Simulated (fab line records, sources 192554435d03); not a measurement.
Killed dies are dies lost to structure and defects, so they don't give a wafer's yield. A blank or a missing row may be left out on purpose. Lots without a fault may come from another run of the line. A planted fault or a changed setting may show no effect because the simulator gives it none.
Split-lot experiment | flow n5_finfet | 7 lots, 21 wafers read, on a route of 1938 steps

THE SPLIT
At N5_MOL_CONTACT_COAG_ALD_133 (deposits SiO2, target thk 5 nm, pulse time 1 s, co reactant pulse time 1 s), the setting ald_cycles was moved away from the recipe's 35 on 7 of the 21 wafers read, by -17.1% to +11.4%. The other wafers ran this setting at the recipe's value.

The reading is taken at the split's own step.

THE READING
SiO2_of_MOL_CONTACT_COAG_ALD_133.thk_nm (the simulator's own value, which no gauge read), in nm, at N5_MOL_CONTACT_COAG_ALD_133 (deposits SiO2, target thk 5 nm, pulse time 1 s, co reactant pulse time 1 s). The file gives no usual value for it.

wafer  | tool, chamber at the split | ald_cycles as run | against the recipe | SiO2_of_MOL_CONTACT_COAG_ALD_133.thk_nm, nm | against lot-mates on the recipe
L075.1 | ald_sin-03, 0,1            | 35                | recipe             | 5                                           | -
L075.2 | ald_sin-03, 0,1            | 35                | recipe             | 5                                           | -
L075.4 | ald_sin-03, 3              | 32                | -8.6%              | 4.6                                         | -0.4
L084.4 | ald_sin-03, 0,3            | 35                | recipe             | 5                                           | -
L084.5 | ald_sin-03, 0,3            | 35                | recipe             | 5                                           | -
L084.6 | ald_sin-03, 2              | 29                | -17.1%             | 4.2                                         | -0.8
L085.1 | ald_sin-02, 3,0,1          | 35                | recipe             | 5                                           | -
L085.3 | ald_sin-02, 3,0,1          | 35                | recipe             | 5                                           | -
L085.4 | ald_sin-02, 3,0,1          | 35                | recipe             | 5                                           | -
L089.1 | ald_sin-03, 3,0,2          | 35                | recipe             | 5                                           | -
L089.4 | ald_sin-03, 3,0,2          | 35                | recipe             | 5                                           | -
L089.5 | ald_sin-03, 3,0,2          | 35                | recipe             | 5                                           | -
L090.1 | ald_sin-02, 3              | 39                | +11.4%             | 5.6                                         | +0.6
L090.2 | ald_sin-02, 0,1            | 35                | recipe             | 5                                           | -
L090.3 | ald_sin-02, 0,1            | 35                | recipe             | 5                                           | -
L091.1 | ald_sin-02, 0              | 35                | recipe             | 5                                           | -
L091.2 | ald_sin-02, 1,0            | 32                | -8.6%              | 4.6                                         | -0.4
L091.6 | ald_sin-02, 1,0            | 32                | -8.6%              | 4.6                                         | -0.4
L097.2 | ald_sin-02, 2,0            | 39                | +11.4%             | 5.6                                         | +0.6
L097.4 | ald_sin-02, 2,0            | 39                | +11.4%             | 5.6                                         | +0.6
L097.3 | ald_sin-02, 1              | 35                | recipe             | 5                                           | -
Where a row lists several chambers, the file gives one row for several wafers and doesn't say which wafer went through which chamber.

THE FIT
A straight line over all 21 wafers: SiO2_of_MOL_CONTACT_COAG_ALD_133.thk_nm changes by +0.0493 nm for each +1% of ald_cycles; r = +1.00; the points scatter about the line by 0.017 nm.
The same after taking each lot's own level away (the mean of its wafers on the recipe; 21 wafers): +0.0493 nm for each +1%; r = +1.00; scatter 0.017 nm.
On that fit, the largest move of ald_cycles shifts the reading by 0.84 nm.
The lots' own levels span 5.00 to 5.00 nm.
So the lot-to-lot level changes the slope little: the two slopes agree.
Check: with one of the wafers moved furthest among these (-17.1%) left out of the fit, the line predicts -0.854 nm for it against its lot-mates. It came out at -0.8 nm against them.

OTHER SPLITS ON THESE WAFERS
These wafers also went through other splits before the reading. Each is held against what the fit with the lots' levels taken away leaves over:
other split on the same wafers       | wafers away from the commonest value | r with SiO2_of_MOL_CONTACT_COAG_ALD_133.thk_nm (lot level and that fit taken away)
N5_MOL_CONTACT_COAG_ETCH_15 source_w | 7                                    | -0.01

THE FILE'S OWN FIT
SiO2_of_MOL_CONTACT_COAG_ALD_133.thk_nm changes by +0.0488 nm for each +1% of ald_cycles, r = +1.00.
